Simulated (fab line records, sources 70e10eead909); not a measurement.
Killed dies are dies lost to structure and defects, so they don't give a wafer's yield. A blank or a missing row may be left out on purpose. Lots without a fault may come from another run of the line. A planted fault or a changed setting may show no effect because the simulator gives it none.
fab line records | flow nand_harc
record lots=7 wafers=21 last_day=24
route steps=1159 shown A_CONTACT@855 END@1159
lots that met no fault: from a run of the same line without faults
start_h: hours from the record's first day to the start of the lot's first wafer shown | wait_h: hours since the lot's step before | " the same as in the row above | L1.1+2: a row that stands for several wafers | - no value, or no start given | * or withheld: withheld | < > ~ a bound
route shown NAME@n: a module of which the file shows steps, and the number in the route of the first | usual: mean/standard deviation of fault-free wafers | same: alike in all rows | chamber/n: place in a boat | sites: the reading at each site | _std_site: their standard deviation | _edge_site: outer sites' mean less inner sites' | radius_mm: how far each site lies from the wafer's centre | mask NAME#n: copy n | behind: the tool/chamber that last shaped the wafer | hold: why the lot was held/for how many hours/how that ended | device: the transistor (n, p or np) that didn't switch | end of line: the same wafers' tests at the end of the route | a step without rows: its recipe alone | killed: dies lost to structure and defects at the first sort, not the wafer's yield | map: a wafer's dies, x killed, . not, _ none there
set.NAME: the setting as run; set.NAME@STEP: as run at that earlier step | model.NAME: the simulator's own value behind a step, which no gauge read
lots at some steps of the route; a table a step, a row a wafer
services: from which hour (start_h, from the record's first day; less than 0 if before it) a tool's chamber was out of use, for how many hours, and why
## steps
# step NHARC_A_CONTACT_OVL_MEAS_43
# usual overlay_x_nm=0.1/0.77 overlay_y_nm=0.1/0.85
# columns lot.wafer tool chamber start_h wait_h overlay_x_nm overlay_y_nm
L434.3 overlay-02 - 371.00 - 0.5 1.9
L434.4 " - " " 1.1 1.7
L434.6 " - " " 1.3 1.9
L443.3 overlay-02 - 422.55 - -0.7 0.9
L443.5 " - " " 0.1 0.0
L443.6 " - " " -0.3 0.4
L449.3 overlay-01 - 475.88 - 0.2 0.8
L449.4 " - " " 0.4 0.5
L449.5 " - " " 0.1 0.2
L451.1 overlay-02 - 483.45 - 0.7 -0.1
L451.2 " - " " 0.7 0.5
L451.3 " - " " 0.8 -0.1
L453.1 overlay-02 - 490.61 - 0.3 -1.4
L453.4 " - " " 0.6 -2.1
L453.5 " - " " 0.8 -1.5
L454.1 overlay-02 - 493.35 - 1.0 1.3
L454.3 " - " " 0.3 1.2
L454.6 " - " " 0.6 1.3
L455.1 overlay-01 - 501.96 - 1.4 -0.7
L455.2 " - " " 1.2 -1.2
L455.4 " - " " 1.7 -1.1
# step NHARC_A_CONTACT_INSPECT_44
# usual raw_defect_count=28/16
# columns lot.wafer tool chamber start_h wait_h raw_defect_count
L434.3 defect_inspect-01 - 371.04 0.0 17
L434.4 " - " " 21
L434.6 " - " " 22
L443.3 defect_inspect-01 - 422.58 0.0 37
L443.5 " - " " 48
L443.6 " - " " 38
L449.3 defect_inspect-01 - 475.91 0.0 57
L449.4 " - " " 55
L449.5 " - " " 49
L451.1 defect_inspect-02 - 483.48 0.0 23
L451.2 " - " " 16
L451.3 " - " " 18
L453.1 defect_inspect-02 - 490.64 0.0 5
L453.4 " - " " 9
L453.5 " - " " 8
L454.1 defect_inspect-02 - 493.38 0.0 35
L454.3 " - " " 28
L454.6 " - " " 28
L455.1 defect_inspect-01 - 502.00 0.0 29
L455.2 " - " " 34
L455.4 " - " " 35
# step NHARC_A_CONTACT_DESCUM_47
# recipe time_s=3 o2_flow_sccm=200 ar_flow_sccm=0 bias_power_w=0 chemistry=O2
# usual drypump_motor_current_A=5.7/0.47 oes_product_au=0.998/0.011 rf_vpp_V=57.7/0.88 showerhead_plenum_p_Torr=1.90/0.069 throttle_valve_pct=11.312/0.01
# same bias_power_w=0 time_s=3
# columns lot.wafer tool chamber start_h wait_h drypump_motor_current_A oes_product_au rf_hours_counter_h rf_vpp_V showerhead_plenum_p_Torr throttle_valve_pct
L434.4 rie_diel-04 2 371.10 0.1 5.8 1.001 14 57.1 1.85 11.320
L434.3 " 0 " " 4.8 1.013 15 58.2 1.80 11.320
L434.6 " 3 " " 6.6 0.998 - 59.3 1.99 11.293
L443.3 rie_diel-04 2 422.64 0.1 5.8 1.011 22 57.0 1.85 11.298
L443.6 " 0 " " 4.8 0.999 - 56.5 1.80 11.303
L443.5 " 1 " " 5.7 0.990 - 57.7 1.96 11.310
L449.3 rie_diel-04 1 475.97 0.1 5.7 0.986 0 59.1 1.96 11.308
L449.4 " 2 " " 5.8 0.972 0 57.2 1.84 11.315
L449.5 " 1 " " 5.7 0.984 - 58.7 1.96 11.315
L451.1 rie_diel-07 3 483.55 0.1 6.2 0.998 21 58.3 1.99 11.316
L451.3 " 0 " " 5.5 1.006 22 57.7 1.96 11.338
L451.2 " 1 " " 5.6 1.011 23 57.7 1.94 11.327
L453.1 rie_diel-04 2 490.71 0.1 5.8 0.982 2 57.1 1.84 11.302
L453.4 " 3 " " 6.5 0.996 3 56.7 1.99 11.307
L453.5 " 1 " " 5.7 0.989 - 58.1 1.96 11.303
L454.1 rie_diel-04 2 493.46 0.1 5.7 0.981 3 57.5 1.84 11.313
L454.3 " 0 " " 4.8 1.001 3 56.6 1.79 11.329
L454.6 " 2 " " 5.8 0.995 - 56.7 1.84 11.328
L455.1 rie_diel-02 2 502.06 0.1 5.8 0.978 62 57.0 1.91 11.312
L455.4 " 3 " " 5.3 0.991 59 56.4 1.86 11.319
L455.2 " 1 " " 6.2 1.000 63 56.5 1.87 11.314
# step NHARC_A_CONTACT_ETCH_48
# recipe target_depth_a=390 over_etch_frac=0.3 time_s=65 ion_energy_ev=80 cf4_flow_sccm=150 ar_flow_sccm=0 rf_w=300 bias_w=100 chemistry=CF4
# step NHARC_A_CONTACT_ETCH_49
# recipe target_depth_a=2600 over_etch_frac=0.3 time_s=475.3 ion_energy_ev=200 n2_flow_sccm=150 h2_flow_sccm=150 ar_flow_sccm=0 rf_w=400 bias_w=150 chemistry=N2/H2
# step NHARC_A_CONTACT_ETCH_50
# recipe target_depth_a=847 time_s=42.4 cf4_flow_sccm=100 chf3_flow_sccm=30 ar_flow_sccm=0 rf_w=500 bias_w=200 chemistry=CF4/CHF3
# step NHARC_A_CONTACT_ETCH_51
# recipe target_depth_a=36000 over_etch_frac=0.3 time_s=936 ion_energy_ev=150 o2_flow_sccm=400 cos_flow_sccm=20 ar_flow_sccm=0 rf_w=500 bias_w=300 chemistry=O2/COS
# step NHARC_A_CONTACT_ETCH_111
# recipe source_w=withheld pressure_mtorr=20 bias_v=withheld time_s=140 target_depth_a=7000 ar_flow_sccm=withheld c4f8_flow_sccm=withheld o2_flow_sccm=withheld chemistry=C4F8/O2/Ar
# step NHARC_A_CONTACT_ETCH_112
# recipe source_w=withheld pressure_mtorr=20 bias_v=3000 time_s=94 target_depth_a=9220 ar_flow_sccm=withheld c4f8_flow_sccm=withheld o2_flow_sccm=withheld chemistry=C4F8/O2/Ar
# step NHARC_A_CONTACT_ETCH_113
# recipe source_w=withheld pressure_mtorr=20 bias_v=3000 time_s=94 target_depth_a=9220 ar_flow_sccm=withheld c4f8_flow_sccm=withheld o2_flow_sccm=withheld chemistry=C4F8/O2/Ar
# step NHARC_A_CONTACT_ETCH_114
# recipe source_w=withheld pressure_mtorr=20 bias_v=3000 time_s=94 target_depth_a=9220 ar_flow_sccm=withheld c4f8_flow_sccm=withheld o2_flow_sccm=withheld chemistry=C4F8/O2/Ar
# step NHARC_A_CONTACT_ETCH_115
# recipe source_w=withheld pressure_mtorr=20 bias_v=3000 time_s=94 target_depth_a=9220 ar_flow_sccm=withheld c4f8_flow_sccm=withheld o2_flow_sccm=withheld chemistry=C4F8/O2/Ar
# step NHARC_A_CONTACT_ETCH_116
# recipe source_w=withheld pressure_mtorr=20 bias_v=3000 time_s=94 target_depth_a=9220 ar_flow_sccm=withheld c4f8_flow_sccm=withheld o2_flow_sccm=withheld chemistry=C4F8/O2/Ar
# same time_s=94
# columns lot.wafer tool chamber start_h wait_h rf_hours_counter_h
L434.4 har_cap_etch-03 0 373.32 0.1 -
L434.3 " 1 " " -
L434.6 " 1 " " -
L443.3 har_cap_etch-03 0 424.80 0.1 -
L443.6 " 1 " " -
L443.5 " 0 " " -
L449.3 har_cap_etch-01 0 477.82 0.1 -
L449.4 " 1 " " -
L449.5 " 0 " " -
L451.2 har_cap_etch-01 1 485.37 0.1 72
L451.1 " 0 " " 72
L451.3 " 0 " " -
L453.1 har_cap_etch-01 0 492.53 0.1 74
L453.4 " 0 " " -
L453.5 " 1 " " -
L454.1 har_cap_etch-01 1 495.62 0.1 75
L454.3 " 1 " " -
L454.6 " 0 " " -
L455.2 har_cap_etch-02 1 503.88 0.1 32
L455.1 " 0 " " 32
L455.4 " 1 " " -
# step NHARC_A_CONTACT_ETCH_117
# recipe source_w=withheld pressure_mtorr=20 bias_v=3000 time_s=94 target_depth_a=9220 ar_flow_sccm=withheld c4f8_flow_sccm=withheld o2_flow_sccm=withheld chemistry=C4F8/O2/Ar
# step NHARC_A_CONTACT_ETCH_118
# recipe source_w=withheld pressure_mtorr=20 bias_v=3000 time_s=94 target_depth_a=9220 ar_flow_sccm=withheld c4f8_flow_sccm=withheld o2_flow_sccm=withheld chemistry=C4F8/O2/Ar
# same time_s=94
# columns lot.wafer tool chamber start_h wait_h rf_hours_counter_h
L434.4 har_cap_etch-03 0 373.50 0.1 -
L434.3 " 1 " " -
L434.6 " 1 " " -
L443.3 har_cap_etch-03 0 424.98 0.1 -
L443.6 " 1 " " -
L443.5 " 0 " " -
L449.3 har_cap_etch-01 0 478.00 0.1 -
L449.4 " 1 " " -
L449.5 " 0 " " -
L451.2 har_cap_etch-01 1 485.55 0.1 72
L451.1 " 0 " " 72
L451.3 " 0 " " -
L453.1 har_cap_etch-01 0 492.71 0.1 74
L453.4 " 0 " " -
L453.5 " 1 " " -
L454.1 har_cap_etch-01 1 495.80 0.1 75
L454.3 " 1 " " -
L454.6 " 0 " " -
L455.2 har_cap_etch-02 1 504.06 0.1 32
L455.1 " 0 " " 32
L455.4 " 1 " " -
# step NHARC_A_CONTACT_ETCH_119
# recipe source_w=withheld pressure_mtorr=20 bias_v=3000 time_s=94 target_depth_a=9220 ar_flow_sccm=withheld c4f8_flow_sccm=withheld o2_flow_sccm=withheld chemistry=C4F8/O2/Ar
# step NHARC_A_CONTACT_ETCH_120
# recipe source_w=withheld pressure_mtorr=20 bias_v=3000 time_s=94 target_depth_a=9220 ar_flow_sccm=withheld c4f8_flow_sccm=withheld o2_flow_sccm=withheld chemistry=C4F8/O2/Ar
# step NHARC_A_CONTACT_ETCH_121
# recipe source_w=withheld pressure_mtorr=20 bias_v=3000 time_s=94 target_depth_a=9220 ar_flow_sccm=withheld c4f8_flow_sccm=withheld o2_flow_sccm=withheld chemistry=C4F8/O2/Ar
# step NHARC_A_CONTACT_ETCH_122
# recipe source_w=withheld pressure_mtorr=20 bias_v=3000 time_s=95 target_depth_a=9300 ar_flow_sccm=withheld c4f8_flow_sccm=withheld o2_flow_sccm=withheld chemistry=C4F8/O2/Ar
# step NHARC_A_CONTACT_ETCH_123
# recipe source_w=withheld pressure_mtorr=20 bias_v=400 time_s=253 target_depth_a=10900 ar_flow_sccm=withheld c4f8_flow_sccm=11.5 o2_flow_sccm=7.2 chemistry=C4F8/O2/Ar
# same time_s=253
# columns lot.wafer tool chamber start_h wait_h rf_hours_counter_h
L434.4 har_cap_etch-03 0 374.03 0.2 -
L434.3 " 1 " " -
L434.6 " 1 " " -
L443.3 har_cap_etch-03 0 425.54 0.2 -
L443.6 " 1 " " -
L443.5 " 0 " " -
L449.3 har_cap_etch-01 0 478.54 0.2 -
L449.4 " 1 " " -
L449.5 " 0 " " -
L451.2 har_cap_etch-01 1 486.01 0.1 73
L451.1 " 0 " " 73
L451.3 " 0 " " -
L453.1 har_cap_etch-01 0 493.17 0.1 74
L453.4 " 0 " " -
L453.5 " 1 " " -
L454.1 har_cap_etch-01 1 496.30 0.1 75
L454.3 " 1 " " -
L454.6 " 0 " " -
L455.2 har_cap_etch-02 1 504.52 0.1 33
L455.1 " 0 " " 33
L455.4 " 1 " " -
# step NHARC_A_CONTACT_ETCH_90
# recipe target_depth_a=400 over_etch_frac=0.5 time_s=85.7 ion_energy_ev=120 ch3f_flow_sccm=50 o2_flow_sccm=30 ar_flow_sccm=200 rf_w=500 bias_w=100 chemistry=CH3F/O2
# step NHARC_A_CONTACT_ETCH_96
# recipe target_depth_a=200 over_etch_frac=0.5 time_s=10 ion_energy_ev=250 c4f6_flow_sccm=25 o2_flow_sccm=20 ar_flow_sccm=500 rf_w=600 bias_w=500 chemistry=C4F6/O2
# step NHARC_A_CONTACT_CD_MEAS_53
# usual cd_nm=189.8/0.84
# columns lot.wafer tool chamber start_h wait_h cd_nm
L434.3 cd_sem-01 - 374.75 - 187.6
L434.4 " - " " 188.3
L434.6 " - " " 188.8
L443.3 cd_sem-01 - 426.20 - 188.3
L443.5 " - " " 188.2
L443.6 " - " " 188.5
L449.3 cd_sem-02 - 479.27 - 190.5
L449.4 " - " " 191.0
L449.5 " - " " 190.8
L451.1 cd_sem-01 - 486.82 - 188.9
L451.2 " - " " 189.9
L451.3 " - " " 188.6
L453.1 cd_sem-01 - 494.36 - 190.0
L453.4 " - " " 189.3
L453.5 " - " " 190.1
L454.1 cd_sem-02 - 497.37 - 190.7
L454.3 " - " " 190.1
L454.6 " - " " 190.6
L455.1 cd_sem-03 - 505.46 - 189.7
L455.2 " - " " 190.1
L455.4 " - " " 189.4
# step NHARC_A_CONTACT_STRIP_99
# recipe n2_flow_sccm=150 h2_flow_sccm=150 ar_flow_sccm=0 bias_w=0 chemistry=N2/H2
# step NHARC_A_CONTACT_STRIP_100
# recipe cf4_flow_sccm=100 chf3_flow_sccm=30 ar_flow_sccm=0 bias_w=0 chemistry=CF4/CHF3
# step NHARC_A_CONTACT_STRIP_101
# recipe o2_flow_sccm=400 cos_flow_sccm=20 ar_flow_sccm=0 bias_w=0 chemistry=O2/COS
# step NHARC_A_CONTACT_ETCH_102
# recipe target_depth_a=700 overetch_a=70 time_s=38.5 ion_energy_ev=100 cf4_flow_sccm=80 o2_flow_sccm=20 ar_flow_sccm=0 rf_w=300 bias_w=100 chemistry=CF4/O2
# step NHARC_A_CONTACT_STRIP_55
# recipe o2_flow_sccm=500 ar_flow_sccm=0 bias_w=0 chemistry=O2
# usual drypump_motor_current_A=5.8/0.47 oes_product_au=0.998/0.011 rf_vpp_V=57.8/0.87 showerhead_plenum_p_Torr=3.50/0.11 throttle_valve_pct=17.038/0.0096
# columns lot.wafer tool chamber start_h wait_h drypump_motor_current_A oes_product_au rf_hours_counter_h rf_vpp_V showerhead_plenum_p_Torr throttle_valve_pct
L434.3 rie_diel-04 3 - - 6.5 0.997 16 59.5 3.66 17.050
L434.4 " 0 " " 4.8 1.014 16 56.8 3.33 17.031
L434.6 " 0 " " 4.9 1.011 - 56.9 3.33 17.041
L443.3 rie_diel-02 1 - - 6.2 1.016 35 57.2 3.47 17.029
L443.5 " 3 " " 5.3 0.988 - 59.5 3.45 17.042
L443.6 " 0 " " 6.0 1.000 - 57.1 3.37 17.043
L449.3 rie_diel-07 1 - - 5.6 1.003 23 57.5 3.57 17.014
L449.4 " 3 " " 6.2 0.994 20 57.9 3.66 17.045
L449.5 " 0 " " 5.5 1.010 - 57.0 3.61 17.027
L451.1 rie_diel-02 0 - - 6.0 1.018 53 57.3 3.36 17.036
L451.3 " 1 " " 6.2 1.013 55 58.0 3.46 17.048
L451.2 " 3 " " 5.3 1.007 52 56.8 3.44 17.048
L453.1 rie_diel-07 3 - - 6.2 0.991 27 57.9 3.66 17.038
L453.4 " 0 " " 5.5 1.006 27 59.1 3.61 17.042
L453.5 " 1 " " 5.7 1.006 - 58.0 3.57 17.031
L454.1 rie_diel-02 3 - - 5.3 1.001 57 58.7 3.44 17.045
L454.3 " 2 " " 5.8 0.977 60 57.1 3.52 17.044
L454.6 " 3 " " 5.3 0.985 - 57.7 3.44 17.038
L455.1 rie_diel-04 2 - - 5.8 0.985 7 57.2 3.41 17.042
L455.4 " 3 " " 6.6 0.985 8 56.7 3.65 17.030
L455.2 " 0 " " 4.9 1.006 7 57.0 3.32 17.030
# step NHARC_A_CONTACT_STRIP_56
# recipe time_s=600 temp_c=30 chemistry=post_etch_residue_remover
# step NHARC_A_CONTACT_DEP_57
# recipe target_thk_a=28000 temp_c=400 material=aC
# usual throttle_valve_pct=35.000/0.01
# columns lot.wafer tool chamber start_h wait_h throttle_valve_pct
L434.3 acl_dep-02 0 378.74 - 35.008
L434.4 " 0 " " 35.011
L434.6 " 0 " " 35.008
L443.3 acl_dep-03 0 432.61 - 35.007
L443.5 " 0 " " 34.989
L443.6 " 0 " " 34.996
L449.3 acl_dep-03 0 483.09 - 35.015
L449.4 " 0 " " 34.993
L449.5 " 0 " " 35.010
L451.1 acl_dep-01 0 490.58 - 35.007
L451.2 " 0 " " 34.991
L451.3 " 0 " " 34.997
L453.1 acl_dep-02 0 495.48 - 34.997
L453.4 " 0 " " 34.991
L453.5 " 0 " " 34.995
L454.1 acl_dep-02 0 498.48 - 35.000
L454.3 " 0 " " 35.010
L454.6 " 0 " " 34.989
L455.1 acl_dep-03 0 507.25 - 34.992
L455.2 " 0 " " 35.012
L455.4 " 0 " " 34.981
# step NHARC_A_CONTACT_DEP_58
# recipe target_thk_a=600 target_thk_nm=60 temp_c=400 pressure_torr=3.5 flow_sccm=200 rf_w=350 material=SiON
# step NHARC_A_CONTACT_DEHYDRATE_59
# recipe temp_c=150 time_s=120
# step NHARC_A_CONTACT_HMDS_60
# recipe time_s=30
# step NHARC_A_CONTACT_COAT_61
# recipe temp_c=260 time_s=75
# step NHARC_A_CONTACT_COAT_62
# recipe temp_c=225 time_s=65
# step NHARC_A_CONTACT_COAT_63
# recipe spin_rpm=1500 resist_thk_nm=90
# step NHARC_A_CONTACT_SOFTBAKE_64
# recipe temp_c=105 time_s=55
# step NHARC_A_CONTACT_EBR_65
# step NHARC_A_CONTACT_EXPOSE_66
# recipe na=1.35 sigma_outer=0.8 dose_mj=59.02 mask_id=A_CC_2
# step NHARC_A_CONTACT_PEB_67
# recipe peb_temp_c=100 peb_time_s=65
# step NHARC_A_CONTACT_DEVELOP_68
# recipe develop_time_s=35 dev_temp_c=23
# step NHARC_A_CONTACT_CD_MEAS_69
# recipe target_cd_nm=200 landing_energy_ev=500
# usual cd_nm=200.1/0.73
# same landing_energy_ev=500
# columns lot.wafer tool chamber start_h wait_h cd_nm
L434.3 cd_sem-03 0 380.53 - 200.5
L434.4 " 0 " " 200.3
L434.6 " 0 " " 199.8
L443.3 cd_sem-03 0 434.51 - 198.7
L443.5 " 0 " " 199.1
L443.6 " 0 " " 200.8
L449.3 cd_sem-02 0 485.05 - 200.8
L449.4 " 0 " " 200.9
L449.5 " 0 " " 200.6
L451.1 cd_sem-01 0 492.89 - 200.3
L451.2 " 0 " " 200.1
L451.3 " 0 " " 199.1
L453.1 cd_sem-03 0 497.95 - 201.7
L453.4 " 0 " " 200.6
L453.5 " 0 " " 199.7
L454.1 cd_sem-03 0 500.93 - 200.2
L454.3 " 0 " " 199.9
L454.6 " 0 " " 200.9
L455.1 cd_sem-01 0 509.59 - 201.0
L455.2 " 0 " " 199.5
L455.4 " 0 " " 199.4
# step NHARC_END_SORT_01
# recipe temp_c=25
# usual killed_at_array=28/11 killed_at_other=0.8/1.1 killed_at_periphery=3.3/2.8 killed_dies=32/11 killed_open=3.3/1.9 killed_short=1.9/1.4
# same gross_dies=677
# columns lot.wafer tool chamber start_h wait_h killed_at_array killed_at_other killed_at_periphery killed_dies killed_open killed_short
L451.1 prober-01 0 561.02 2.5 91 0 1 92 0 0
L451.2 prober-01 0 561.82 2.8 94 2 4 100 1 3
L451.3 prober-01 0 562.62 3.1 94 2 2 98 4 1
L453.1 prober-02 0 568.73 2.5 84 0 1 85 1 4
L453.4 prober-02 0 571.12 3.4 91 0 1 92 3 2
L453.5 prober-02 0 571.92 3.7 93 0 1 94 2 2
L454.1 prober-02 0 576.44 2.4 110 1 1 112 4 3
L454.3 prober-02 0 578.03 3.1 103 1 1 105 6 2
L454.6 prober-02 0 580.43 4.0 97 2 3 102 7 2
# killed by level:class
L451.1 A_CONTACT:unspecified=75 A_CHANNEL_HOLE_D1:chamber_film_flake=8 A_STAIRCASE:chamber_film_flake=7 P_M1:chamber_film_flake=1 A_WL_FILL:chamber_film_flake=1
L451.2 A_CONTACT:unspecified=80 A_STAIRCASE:chamber_film_flake=9 P_M1:chamber_film_flake=3 A_CHANNEL_HOLE_D1:chamber_film_flake=2 THIN_TSV:chamber_film_flake=2 P_M2:geometric_particle:open=1 A_SOURCE_PLATE:geometric_particle:short=1 A_CHANNEL_FILL_D1:geometric_particle:short=1
L451.3 A_CONTACT:unspecified=71 A_STAIRCASE:chamber_film_flake=7 A_CHANNEL_HOLE_D1:chamber_film_flake=6 A_WL_FILL:geometric_particle:open=2 P_M1:chamber_film_flake=2 A_WL_FILL:chamber_film_flake=2 A_CONTACT:chamber_film_flake=2 THIN_TSV:chamber_film_flake=2
L453.1 A_CONTACT:unspecified=71 A_CHANNEL_HOLE_D1:chamber_film_flake=5 A_CONTACT:chamber_film_flake=4 P_CONTACT:geometric_particle:short=1 A_ONON_D1:geometric_particle:short=1 A_CHANNEL_FILL_D1:geometric_particle:short=1 A_M0:geometric_particle:open=1 A_M0:geometric_particle:short=1
L453.4 A_CONTACT:unspecified=77 A_CHANNEL_HOLE_D1:chamber_film_flake=5 A_CONTACT:geometric_particle:open=2 A_STAIRCASE:chamber_film_flake=2 A_CONTACT:chamber_film_flake=2 A_SOURCE_PLATE:geometric_particle:open=1 A_CHANNEL_FILL_D1:geometric_particle:short=1 A_CONTACT:geometric_particle:short=1
L453.5 A_CONTACT:unspecified=77 A_CHANNEL_HOLE_D1:chamber_film_flake=6 A_CONTACT:chamber_film_flake=6 P_CONTACT:geometric_particle:open=1 A_ONON_D1:geometric_particle:short=1 A_CHANNEL_FILL_D1:geometric_particle:short=1 A_BLC:geometric_particle:open=1 A_SLIT:chamber_film_flake=1
L454.1 A_CONTACT:unspecified=77 A_SLIT:chamber_film_flake=16 A_CHANNEL_HOLE_D1:chamber_film_flake=7 A_CHANNEL_FILL_D1:geometric_particle:short=2 A_STAIRCASE:chamber_film_flake=2 A_CONTACT:chamber_film_flake=2 P_CONTACT:geometric_particle:open=1 A_ONON_D1:geometric_particle:open=1
L454.3 A_CONTACT:unspecified=77 A_SLIT:chamber_film_flake=14 A_CHANNEL_HOLE_D1:chamber_film_flake=4 P_M1:geometric_particle:open=1 A_ONON_D1:geometric_particle:open=1 A_CHANNEL_FILL_D1:geometric_particle:short=1 A_WL_FILL:geometric_particle:open=1 A_WL_FILL:geometric_particle:short=1
L454.6 A_CONTACT:unspecified=70 A_SLIT:chamber_film_flake=15 A_CHANNEL_HOLE_D1:chamber_film_flake=4 A_M0:geometric_particle:open=3 STARTING-WAFER:geometric_particle:open=2 A_STAIRCASE:chamber_film_flake=2 P_GATE:geometric_particle:open=1 P_M1:geometric_particle:short=1
# map L451.2 (x killed, . not)
____________.____________
_________......._________
_______..x........_______
______.............______
_____..x............_____
____.................____
____x................____
___...................___
___.x.......x.........___
__...........xx........__
__..........x.xx.......__
_........xxxxxxx........_
_.........xxxxxx........_
_........xxxxxxxx......._
_........xxxxxxxx......._
_x........xxxxxxx......._
..........xxxxxxxx.......
..........xxxxxxx........
..........xxxxxxxx.......
..........xxxxxxx........
..........xxxx...........
_......x....xxx.x......._
_.................x....._
_..............x........_
_.................x....._
_x..............x......._
__...........x.........__
__.....................__
___...................___
___...................___
____.................____
____......xx.........____
_____..............._____
______x..x.........______
_______.x........._______
_________.xx.x.._________
____________.____________
# map L453.5 (x killed, . not)
____________.____________
_________......._________
_______..........._______
______.............______
_____..............._____
____.x...............____
____.................____
___...................___
___.........x.........___
__......x.....xx.......__
__.........xx.x........__
_.........xxxxxx........_
_.........xxxxxxxx......_
_........xxxxxxxxx......_
_........x.xxxxxx......._
_....x...xxxxxxxx.x....._
..........xxxxxxx........
.........xxxxxxxx........
..........xxxxxx.........
..........xxxxx.x........
......x....xxxx..........
_....x....x.x..x........_
_...x.......x..........._
_......................._
_......................._
_..x.x.................._
__...x.................__
__...x.x...............__
___..x................___
___.x.................___
____x................____
____.................____
_____..............._____
______.............______
_______..........._______
_________......._________
____________.____________
## services
# columns tool chamber start_h hours kind
rie_diel-04 0 347.40 - clean
rie_diel-04 1 347.40 - clean
rie_diel-04 2 347.40 - clean
rie_diel-04 3 347.40 - clean
rie_diel-07 0 347.99 10.7 repair
acl_dep-02 - 349.56 13.0 pm
rie_diel-04 0 371.99 - clean
rie_diel-04 1 371.99 - clean
rie_diel-04 2 371.99 - clean
rie_diel-04 3 371.99 - clean
rie_diel-04 0 396.49 - clean
rie_diel-04 1 396.49 - clean
rie_diel-04 2 396.49 - clean
rie_diel-04 3 396.49 - clean
rie_diel-04 3 404.91 21.6 repair
rie_diel-07 - 405.20 9.0 pm
acl_dep-03 - 406.53 13.0 pm
rie_diel-04 0 420.99 - clean
rie_diel-04 0 448.06 6.4 repair
acl_dep-02 - 451.12 5.0 repair
rie_diel-04 - 466.28 9.0 pm
acl_dep-01 - 474.96 13.0 pm
rie_diel-04 2 483.06 4.3 repair
rie_diel-02 - 505.01 9.0 pm
## key
first_sign step=NHARC_END_SORT_01 reading=killed_at_array direction=up sigmas=6.1 usual=28 struck=95
effect step=NHARC_END_SORT_01 reading=killed_dies direction=up sigmas=5.8 usual=32 struck=98
more_kills_born_at NHARC_A_CONTACT_ETCH_116@har_cap_etch-01=670
met_at NHARC_A_CONTACT_ETCH_116
struck_wafers L451.1,L451.2,L451.3,L453.1,L453.4,L453.5,L454.1,L454.3,L454.6
tester_left_out L451,L453,L454
onset_between 477.82 485.37
also_fits NHARC_A_CONTACT_ETCH_118:har_cap_etch-01,NHARC_A_CONTACT_ETCH_123:har_cap_etch-01
fault kind=chamber_particle_source tool=har_cap_etch-01 chamber=- onset_h=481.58 steps=NHARC_A_CONTACT_ETCH_116 rate_per_visit_cm2=0.61797 end_h=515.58
# tester_left_out: of these lots the tester's yield and bins aren't shown, on N5 and GAA mostly nor the transistor test; their killed dies are dies lost to structure and defects alone, not to doping, threshold or leakage, so they don't give the yield
